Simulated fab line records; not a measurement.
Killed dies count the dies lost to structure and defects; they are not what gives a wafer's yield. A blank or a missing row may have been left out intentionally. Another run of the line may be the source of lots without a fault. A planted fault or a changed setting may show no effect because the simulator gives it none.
fab line records	flow nandHarc
record lots=6	wafers=18	lastDay=33
route steps=1302 shown P_STI@69
lots untouched by any fault: they come from a run of this same line in which no faults occurred
startH: hours from the record's first day to the start of the lot's first wafer shown	waitH: hours since the lot's step before	" identical to the entry in the row above	L1.1+2: a single row standing in for several wafers	- value missing, or start not given	* or withheld: withheld	< > ~ a bound
route shown NAME@n: NAME is a module with steps in the file, n the number in the route of the first one	usual: mean/standard deviation taken from wafers without a fault	same: alike in all rows	chamber/n: place in a boat	sites: the reading at each site	_std_site: how widely they spread, as a standard deviation	_edge_site: inner sites' mean taken away from outer sites' mean	radiusMm: how far each site lies from the wafer's centre	mask NAME#n: copy n	behind: the last tool/chamber to shape the wafer	hold: why the lot was held/for how many hours/how that ended	device: names the non-switching transistor (n, p or np)	end of line: the route-end tests of the same wafers	a step with no rows: only its recipe	killed: count of dies lost to structure and defects at first sort (not the wafer's yield)	map: a wafer's dies, x killed, . not, _ none there
set.NAME: the setting as run; set.NAME@STEP: as run at that earlier step	model.NAME: the simulator's own value behind a step, which no gauge read
lots seen at some steps along the route; tables by step, rows by wafer
services: from which hour (startH, from the record's first day; less than 0 if before it) a tool's chamber was out of use, for how many hours, and why
## steps
# step NHARC_P_STI_ETCH_26
# recipe targetDepthA=110	chemistry=dHF	material=SiO2
# step NHARC_P_STI_PRECLEAN_27
# recipe timeS=*	tempC=50	bathAgeMin=0	chemistry=SC1
# step NHARC_P_STI_SRD_28
# step NHARC_P_STI_OXIDE_29
# recipe targetThkA=100	tempC=900	oxTimeS=1362	material=SiO2
# step NHARC_P_STI_HM_DEP_30
# recipe targetThkA=800	tempC=790	pressureMtorr=300	timeS=873	material=Si3N4
# step NHARC_P_STI_DEHYDRATE_01
# recipe tempC=150	timeS=120
# step NHARC_P_STI_HMDS_02
# recipe timeS=30
# step NHARC_P_STI_COAT_41
# recipe tempC=200	timeS=65
# step NHARC_P_STI_COAT_03
# recipe spinRpm=2000	resistThkNm=600
# step NHARC_P_STI_SOFTBAKE_04
# recipe tempC=125	timeS=70
# step NHARC_P_STI_EBR_05
# step NHARC_P_STI_EXPOSE_06
# recipe na=0.55	targetCdNm=200	doseMj=37.69	maskId=P_STI
# step NHARC_P_STI_PEB_07
# recipe pebTempC=128	pebTimeS=80
# usual exhaustPa=44.9/0.93	heaterPowerTotalW=189.8/0.76
lot.wafer	tool	chamber	startH	waitH	exhaustPa	heaterPowerTotalW
L807.2	lithoTrack-07	0	53.36	0.1	45.1	190.9
L807.3	"	0	"	"	44.1	190.7
L807.5	"	0	"	"	44.4	190.0
L816.2	lithoTrack-03	0	147.93	0.1	43.6	190.3
L816.4	"	0	"	"	44.4	190.2
L816.5	"	0	"	"	45.6	190.7
L819.3	lithoTrack-03	0	171.96	0.1	45.7	190.5
L819.4	"	0	"	"	45.0	189.1
L819.5	"	0	"	"	45.8	190.6
L821.3	lithoTrack-03	0	192.29	0.1	45.2	494.0
L821.4	"	0	"	"	45.1	492.2
L821.6	"	0	"	"	45.3	487.2
L822.2	lithoTrack-03	0	203.04	0.1	43.3	486.9
L822.5	"	0	"	"	45.5	493.1
L822.6	"	0	"	"	45.2	489.8
L829.2	lithoTrack-02	0	273.75	0.1	43.7	189.7
L829.5	"	0	"	"	44.4	189.8
L829.6	"	0	"	"	42.6	189.5
# step NHARC_P_STI_DEVELOP_08
# recipe timeS=50	devTempC=22
# step NHARC_P_STI_CD_MEAS_09
# recipe targetCdNm=200	landingEnergyEv=500
# usual cdNm=200.4/1.7
lot.wafer	tool	chamber	startH	waitH	cdNm
L807.2	cdSem-02	0	53.45	-	202.4
L807.3	"	0	"	"	200.4
L807.5	"	0	"	"	201.5
L816.2	cdSem-02	0	148.01	-	202.9
L816.4	"	0	"	"	201.6
L816.5	"	0	"	"	204.2
L819.3	cdSem-02	0	172.05	-	201.1
L819.4	"	0	"	"	201.6
L819.5	"	0	"	"	200.3
L821.3	cdSem-02	0	192.38	-	65.6
L821.4	"	0	"	"	69.2
L821.6	"	0	"	"	67.5
L822.2	cdSem-03	0	203.13	-	74.3
L822.5	"	0	"	"	71.8
L822.6	"	0	"	"	71.1
L829.2	cdSem-02	0	273.84	-	197.5
L829.5	"	0	"	"	201.4
L829.6	"	0	"	"	197.1
# step NHARC_P_STI_OVL_MEAS_10
# usual overlayXNm=1/5.4	overlayYNm=0/4.1
lot.wafer	tool	chamber	startH	waitH	overlayXNm	overlayYNm
L807.2	overlay-01	-	53.53	-	1	-9
L807.3	"	-	"	"	2	-9
L807.5	"	-	"	"	1	-10
L816.2	overlay-01	-	148.10	-	-3	5
L816.4	"	-	"	"	-3	5
L816.5	"	-	"	"	-3	5
L819.3	overlay-02	-	172.14	-	-6	1
L819.4	"	-	"	"	-6	2
L819.5	"	-	"	"	-6	1
L821.3	overlay-01	-	192.47	-	14	2
L821.4	"	-	"	"	15	3
L821.6	"	-	"	"	15	3
L822.2	overlay-02	-	203.21	-	3	0
L822.5	"	-	"	"	3	-1
L822.6	"	-	"	"	3	-1
L829.2	overlay-01	-	273.92	-	4	-4
L829.5	"	-	"	"	3	-3
L829.6	"	-	"	"	3	-3
# step NHARC_P_STI_INSPECT_11
# usual rawDefectCount=5.2/2.7
lot.wafer	tool	chamber	startH	waitH	rawDefectCount
L807.2	defectInspect-01	-	53.57	0.0	3
L807.3	"	-	"	"	5
L807.5	"	-	"	"	4
L816.2	defectInspect-01	-	148.14	0.0	7
L816.4	"	-	"	"	8
L816.5	"	-	"	"	4
L819.3	defectInspect-02	-	172.17	0.0	1
L819.4	"	-	"	"	5
L819.5	"	-	"	"	4
L821.3	defectInspect-01	-	192.50	0.0	3
L821.4	"	-	"	"	4
L821.6	"	-	"	"	2
L822.2	defectInspect-02	-	203.25	0.0	3
L822.5	"	-	"	"	4
L822.6	"	-	"	"	7
L829.2	defectInspect-02	-	273.96	0.0	4
L829.5	"	-	"	"	5
L829.6	"	-	"	"	8
# step NHARC_P_STI_HARDBAKE_13
# recipe tempC=118	timeS=65
# step NHARC_P_STI_DESCUM_14
# recipe timeS=3	o2FlowSccm=200	arFlowSccm=0	biasPowerW=0	chemistry=O2
# usual drypumpMotorCurrentA=5.9/0.46	oesProductAu=1.004/0.011	rfVppV=57.8/0.92	showerheadPlenumPTorr=1.92/0.11	throttleValvePct=11.311/0.0092
lot.wafer	tool	chamber	startH	waitH	drypumpMotorCurrentA	oesProductAu	rfHoursCounterH	rfVppV	showerheadPlenumPTorr	throttleValvePct	model.P_STI.cdNm
L807.3	rieDiel-08	3	53.71	-	6.7	1.028	1	56.1	1.79	11.298	200.2
L807.2	"	1	"	"	5.9	1.021	1	59.3	2.07	11.306	202.2
L807.5	"	3	"	"	6.7	1.022	-	56.8	1.79	11.310	201.9
L816.4	rieDiel-08	2	148.27	-	6.0	1.015	5	57.8	1.98	11.307	200.9
L816.2	"	3	"	"	6.7	1.007	5	58.6	1.79	11.307	202.1
L816.5	"	3	"	"	6.7	1.008	-	58.3	1.79	11.306	203.5
L819.3	rieDiel-08	1	172.31	-	6.0	0.997	6	59.3	2.07	11.311	201.2
L819.4	"	2	"	"	6.0	1.003	6	59.3	1.98	11.313	201.5
L819.5	"	2	"	"	6.0	1.013	-	56.8	1.98	11.321	199.7
L821.3	rieDiel-12	3	192.64	-	6.1	0.996	7	57.6	1.82	11.322	65.85
L821.4	"	2	"	"	5.8	1.003	11	58.9	2.04	11.313	68.43
L821.6	"	0	"	"	6.1	1.010	-	57.2	1.98	11.312	67.57
L822.2	rieDiel-08	2	203.39	-	6.0	1.004	0	58.6	1.98	11.333	74.28
L822.6	"	1	"	"	6.0	1.001	-	58.3	2.07	11.302	70.9
L822.5	"	2	"	"	6.0	1.010	-	58.8	1.98	11.307	71.21
L829.2	rieDiel-13	1	274.12	-	5.6	1.006	5	56.6	1.78	11.318	198.2
L829.6	"	2	"	"	5.0	1.008	-	57.0	1.83	11.315	196.4
L829.5	"	3	"	"	5.4	1.005	-	57.1	1.86	11.317	201.4
# step NHARC_P_STI_ETCH_42
# recipe targetDepthA=800	overetchA=240	timeS=61	ionEnergyEv=200	n2FlowSccm=150	h2FlowSccm=150	arFlowSccm=0	rfW=400	biasW=150	chemistry=N2/H2
# usual drypumpMotorCurrentA=5.8/0.5	oesProductAu=1.005/0.0098	rfVppV=430/3.4	showerheadPlenumPTorr=2.04/0.12	throttleValvePct=14.171/0.0088
lot.wafer	tool	chamber	startH	waitH	drypumpMotorCurrentA	oesProductAu	rfHoursCounterH	rfVppV	showerheadPlenumPTorr	throttleValvePct
L807.3	rieDiel-08	1	53.79	0.1	6.0	1.009	1	435	2.21	14.156
L807.2	"	2	"	"	6.0	1.017	1	432	2.12	14.164
L807.5	"	1	"	"	5.9	1.009	-	435	2.21	14.171
L816.4	rieDiel-08	3	148.36	0.1	6.7	0.998	5	426	1.91	14.178
L816.2	"	2	"	"	6.0	1.016	5	433	2.12	14.159
L816.5	"	0	"	"	5.0	1.006	-	426	1.92	14.171
L819.4	rieDiel-08	0	172.39	0.1	5.1	1.026	6	427	1.92	14.186
L819.3	"	3	"	"	6.7	0.997	6	426	1.91	14.190
L819.5	"	0	"	"	5.1	1.014	-	427	1.92	14.183
L821.4	rieDiel-12	0	192.72	0.1	6.1	1.007	10	432	2.11	14.174
L821.3	"	2	"	"	5.8	1.010	11	435	2.17	14.186
L821.6	"	0	"	"	6.1	1.001	-	432	2.11	14.168
L822.2	rieDiel-08	3	203.47	0.1	6.7	0.998	0	426	1.91	14.176
L822.6	"	2	"	"	6.0	1.009	-	433	2.12	14.176
L822.5	"	3	"	"	6.7	1.008	-	427	1.90	14.168
L829.2	rieDiel-13	1	274.20	0.1	5.6	1.001	5	426	1.89	14.167
L829.6	"	1	"	"	5.6	1.006	-	425	1.89	14.168
L829.5	"	2	"	"	5.0	1.000	-	428	1.95	14.165
# step NHARC_P_STI_ETCH_31
# recipe targetDepthA=1089	timeS=54.5	cf4FlowSccm=100	chf3FlowSccm=30	arFlowSccm=0	rfW=500	biasW=200	chemistry=CF4/CHF3
# usual cf4FlowSccm=100.01/0.28	drypumpMotorCurrentA=5.8/0.48	oesProductAu=0.962/0.02	rfVppV=370.7/2.8	showerheadPlenumPTorr=1.57/0.085	throttleValvePct=16.802/0.0089
lot.wafer	tool	chamber	startH	waitH	cf4FlowSccm	drypumpMotorCurrentA	oesProductAu	rfHoursCounterH	rfVppV	showerheadPlenumPTorr	throttleValvePct
L807.3	rieDiel-08	2	-	-	100.07	6.0	0.963	1	372.4	1.63	16.816
L807.2	"	1	"	"	99.78	5.9	0.970	1	373.5	1.69	16.795
L807.5	"	2	"	"	99.77	6.0	0.971	-	371.1	1.63	16.802
L816.2	rieDiel-08	3	-	-	99.81	6.7	0.951	5	366.7	1.48	16.794
L816.4	"	0	"	"	99.98	5.1	0.969	4	369.4	1.49	16.801
L816.5	"	3	"	"	99.69	6.7	0.957	-	367.8	1.48	16.808
L819.3	rieDiel-08	3	-	-	100.27	6.7	0.945	6	367.3	1.48	16.801
L819.4	"	0	"	"	100.09	5.1	0.959	6	368.0	1.49	16.800
L819.5	"	1	"	"	99.91	6.0	0.938	-	374.1	1.69	16.796
L821.4	rieDiel-12	2	-	-	99.58	5.8	0.993	11	374.2	1.67	16.817
L821.3	"	3	"	"	99.84	6.1	0.968	7	369.3	1.50	16.794
L821.6	"	3	"	"	99.75	6.1	0.964	-	368.5	1.50	16.792
L822.2	rieDiel-08	3	-	-	99.96	6.7	0.987	0	365.0	1.48	16.802
L822.5	"	3	"	"	99.73	6.7	0.986	-	368.4	1.48	16.787
L822.6	"	0	"	"	100.19	5.1	0.989	-	367.7	1.49	16.802
L829.2	rieDiel-13	1	-	-	99.41	5.6	0.961	5	367.4	1.47	16.808
L829.5	"	2	"	"	99.77	5.0	0.960	-	369.4	1.51	16.804
L829.6	"	3	"	"	100.42	5.4	0.973	-	368.4	1.54	16.794
# step NHARC_P_STI_ETCH_15
# recipe targetDepthA=3000	taperDeg=4	timeS=100.1	hbrFlowSccm=150	cl2FlowSccm=50	rfW=400	icpW=400	biasW=100	chemistry=HBr/Cl2
# usual drypumpMotorCurrentA=6.0/0.47	oesProductAu=0.997/0.0093	throttleValvePct=26.406/0.01
lot.wafer	tool	chamber	startH	waitH	drypumpMotorCurrentA	oesProductAu	rfHoursCounterH	throttleValvePct	model.P_STI.cdNm
L807.2	rieSi-02	0	53.99	-	5.4	0.996	0.7	26.405	201
L807.3	"	2	"	"	5.6	1.011	0.8	26.415	199.8
L807.5	"	0	"	"	5.5	1.007	-	26.395	200.9
L816.4	rieSi-02	0	148.56	-	5.4	0.997	0.2	26.396	200.2
L816.2	"	1	"	"	5.3	0.980	0.2	26.415	201.7
L816.5	"	3	"	"	6.8	0.992	-	26.411	203
L819.4	rieSi-05	1	172.58	-	6.1	0.980	0.2	26.410	200.4
L819.3	"	2	"	"	6.3	1.001	0.2	26.404	200.6
L819.5	"	2	"	"	6.3	1.001	-	26.439	198.1
L821.3	rieSi-02	1	192.91	-	5.2	0.982	0.5	26.407	64.4
L821.4	"	2	"	"	5.6	1.007	0.5	26.427	68.25
L821.6	"	1	"	"	5.2	0.984	-	26.396	66.16
L822.2	rieSi-01	1	203.69	-	5.5	0.998	0.0	26.403	73.95
L822.5	"	3	"	"	6.4	0.986	-	26.405	71.24
L822.6	"	0	"	"	5.9	1.004	-	26.409	69.58
L829.2	rieSi-02	1	274.44	-	5.3	0.991	1.1	26.396	199.3
L829.6	"	3	"	"	6.8	1.001	-	26.402	197.9
L829.5	"	0	"	"	5.4	0.992	-	26.397	201
# step NHARC_P_STI_CD_MEAS_16
# usual cdNm=199.6/1.8
lot.wafer	tool	chamber	startH	waitH	cdNm
L807.2	cdSem-02	-	54.14	-	201.1
L807.3	"	-	"	"	200.0
L807.5	"	-	"	"	201.0
L816.2	cdSem-02	-	148.71	-	201.9
L816.4	"	-	"	"	200.2
L816.5	"	-	"	"	203.3
L819.3	cdSem-03	-	172.75	-	200.6
L819.4	"	-	"	"	200.4
L819.5	"	-	"	"	198.2
L821.3	cdSem-01	-	193.08	-	64.3
L821.4	"	-	"	"	68.3
L821.6	"	-	"	"	66.1
L822.2	cdSem-03	-	203.82	-	74.2
L822.5	"	-	"	"	71.2
L822.6	"	-	"	"	69.6
L829.2	cdSem-01	-	274.58	-	199.5
L829.5	"	-	"	"	200.6
L829.6	"	-	"	"	197.8
# step NHARC_P_STI_OCD_MEAS_17
# usual trenchFootCdNm=158.6/1.9
lot.wafer	tool	chamber	startH	waitH	trenchFootCdNm
L807.2	ocd-02	-	54.23	0.1	160.3
L807.3	"	-	"	"	157.5
L807.5	"	-	"	"	160.1
L816.2	ocd-01	-	148.80	0.1	162.4
L816.4	"	-	"	"	159.1
L816.5	"	-	"	"	161.6
L819.3	ocd-02	-	172.83	0.1	158.7
L819.4	"	-	"	"	160.5
L819.5	"	-	"	"	158.3
L821.3	ocd-01	-	193.16	0.1	25.3
L821.4	"	-	"	"	25.9
L821.6	"	-	"	"	26.4
L822.2	ocd-02	-	203.91	0.1	32.7
L822.5	"	-	"	"	30.4
L822.6	"	-	"	"	29.8
L829.2	ocd-01	-	274.66	0.1	156.3
L829.5	"	-	"	"	159.8
L829.6	"	-	"	"	155.0
# step NHARC_P_STI_STRIP_19
# recipe timeS=900	tempC=130	chemistry=SPM
# step NHARC_P_STI_PRECLEAN_32
# recipe timeS=*	tempC=50	bathAgeMin=0	chemistry=SC1
# step NHARC_P_STI_SRD_23
# step NHARC_P_STI_OCD_MEAS_43
# usual trenchFootCdNm=158.7/1.8
lot.wafer	tool	chamber	startH	waitH	trenchFootCdNm
L807.2	ocd-01	-	54.74	-	160.6
L807.3	"	-	"	"	157.9
L807.5	"	-	"	"	159.5
L816.2	ocd-02	-	149.31	-	161.9
L816.4	"	-	"	"	159.9
L816.5	"	-	"	"	161.9
L819.3	ocd-01	-	173.34	-	159.1
L819.4	"	-	"	"	161.1
L819.5	"	-	"	"	158.8
L821.3	ocd-02	-	193.67	-	24.9
L821.4	"	-	"	"	27.0
L821.6	"	-	"	"	26.6
L822.2	ocd-01	-	204.42	-	33.0
L822.5	"	-	"	"	30.6
L822.6	"	-	"	"	29.2
L829.2	ocd-01	-	275.17	-	156.4
L829.5	"	-	"	"	159.9
L829.6	"	-	"	"	154.8
# step NHARC_P_STI_OXIDE_33
# recipe targetThkA=100	tempC=1000	oxTimeS=281	material=SiO2
## services
tool	chamber	startH	hours	kind
rieSi-02	-	42.74	0.5	repair
lithoTrack-02	-	52.00	7.0	pm
rieDiel-12	3	57.02	8.7	repair
lithoTrack-07	-	76.00	7.0	pm
rieDiel-13	-	76.07	0.9	repair
rieDiel-12	-	91.56	9.0	pm
rieDiel-13	0	95.93	14.2	repair
lithoTrack-03	-	100.00	7.0	pm
rieSi-02	-	100.00	9.0	pm
rieDiel-13	-	102.88	0.2	repair
rieDiel-08	3	114.04	5.4	repair
rieDiel-12	1	115.01	2.6	repair
rieDiel-13	1	119.90	3.2	repair
rieDiel-08	-	142.06	0.6	repair
rieDiel-13	1	151.81	5.0	repair
rieDiel-13	1	158.69	1.7	repair
rieDiel-13	-	165.00	9.0	pm
rieSi-02	-	173.73	1.3	repair
rieDiel-08	-	190.80	9.0	pm
rieDiel-13	-	194.85	1.1	repair
rieDiel-08	2	224.14	4.1	repair
rieSi-02	1	240.69	1.3	repair
rieDiel-13	0	266.45	15.9	repair
rieDiel-12	-	268.69	9.0	pm
## key
firstSign step=NHARC_P_STI_PEB_07	reading=heaterPowerTotalW	direction=up	sigmas=99+	usual=*	struck=*
effect step=NHARC_P_STI_CD_MEAS_09	reading=cdNm	direction=down	sigmas=76	usual=200.4	struck=69.9
effect step=NHARC_P_STI_CD_MEAS_16	reading=cdNm	direction=down	sigmas=73	usual=199.6	struck=69.0
effect step=NHARC_P_STI_OCD_MEAS_17	reading=trenchFootCdNm	direction=down	sigmas=70	usual=158.6	struck=28.4
effect step=NHARC_P_STI_OCD_MEAS_43	reading=trenchFootCdNm	direction=down	sigmas=71	usual=158.7	struck=28.5
modelEffect step=NHARC_P_STI_DESCUM_14	value=P_STI.cdNm	without=200.2	struck=69.71
modelEffect step=NHARC_P_STI_ETCH_15	value=P_STI.cdNm	without=199.4	struck=68.93
metAt NHARC_P_STI_PEB_07
struckWafers L821.3,L821.4,L821.6,L822.2,L822.5,L822.6
laterRowsLeftOut L821.3,L821.4,L821.6,L822.2,L822.5,L822.6
sortLeftOut L821.3,L821.4,L821.6,L822.2,L822.5,L822.6
testerLeftOut L821,L822
onsetBetween 171.96 192.29
fault kind=processParameterDrift	tool=lithoTrack-03	chamber=-	onsetH=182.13	steps=NHARC_P_STI_PEB_07	channel=pebTimeS	offset=*	shape=step	endH=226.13	actsIn=*	stated=*
# testerLeftOut: of these lots the tester's yield and bins aren't shown, on N5 and GAA mostly nor the transistor test; their killed dies are dies lost to structure and defects alone, not to doping, threshold or leakage, so they don't give the yield
# sortLeftOut: the simulated sort isn't trusted on such a fault, so these wafers' sort isn't shown, and their yield isn't known
# laterRowsLeftOut: the simulator's readings of these wafers behind a module that went badly wrong aren't trusted and aren't shown, but for the sort
